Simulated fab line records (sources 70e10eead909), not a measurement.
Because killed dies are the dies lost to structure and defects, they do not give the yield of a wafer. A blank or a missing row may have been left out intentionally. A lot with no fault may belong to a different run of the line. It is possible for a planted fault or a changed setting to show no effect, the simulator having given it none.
Matching of chambers ; flow nand harc ; cmp-03 running NHARC_A_STAIRCASE_CMP_450: 4 sister chambers
The step polishes SiO2, target thk 200 nm. 14 wafers are shown with their chamber, then 7 later ones without.

WAFERS WITH THEIR CHAMBER
wafer;chamber;motor current A (A);slurry filter dp kPa (kPa)
L074.1;3;11.7;13.38
L074.5;1;11.7;13.44
L074.6;0;10.9;13.29
L075.1;2;10.4;13.27
L075.2;3;11.1;13.62
L075.6;3;11.4;13.41
L080.3;2;9.7;13.46
L080.4;3;11.7;13.47
L080.5;2;9.8;13.48
L083.3;1;12.1;13.67
L083.4;2;9.6;13.27
L083.5;0;10.7;13.75
L088.2;0;11.3;13.30
L088.3;2;9.1;13.40

SIGNATURES (means of the wafers above)
reading;chamber 0;chamber 1;chamber 2;chamber 3;scatter within a chamber
motor current A;10.967;11.900;9.720;11.475;0.372
slurry filter dp kPa;13.4467;13.5550;13.3760;13.4700;0.155
Rule: for each reading, subtract the chamber's mean from the wafer's reading, divide by that reading's scatter and square the result; add these up over the readings and take the root, which gives the wafer's distance from the chamber. If the next closest chamber is less than 2 further off than the closest, the wafer can't be placed; otherwise it belongs to the closest. The scatter: the root of (the sum of the squares of (reading less its chamber's mean) over the shown wafers, divided by (wafers less chambers)).

WAFERS WHOSE CHAMBER IS MISSING
wafer;motor current A (A);slurry filter dp kPa (kPa)
L088.5;11.7;13.59
L087.1;11.3;13.51
L087.2;10.0;13.42
L087.5;11.3;13.59
L090.1;11.4;13.47
L090.3;9.3;13.42
L090.6;9.7;13.36

WHICH CHAMBER EACH ONE RAN IN
wafer;from the rows above;in truth
L088.5;can't be placed: 1 or 3 or 0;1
L087.1;can't be placed: 3 or 0 or 1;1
L087.2;can't be placed: 2 or 0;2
L087.5;can't be placed: 3 or 0 or 1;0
L090.1;can't be placed: 3 or 0 or 1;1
L090.3;2;2
L090.6;2;2
2 of 7 placed correctly. Can't be placed from these rows: 5 (the true chamber is among the candidates in 5). Placed wrongly: 0.
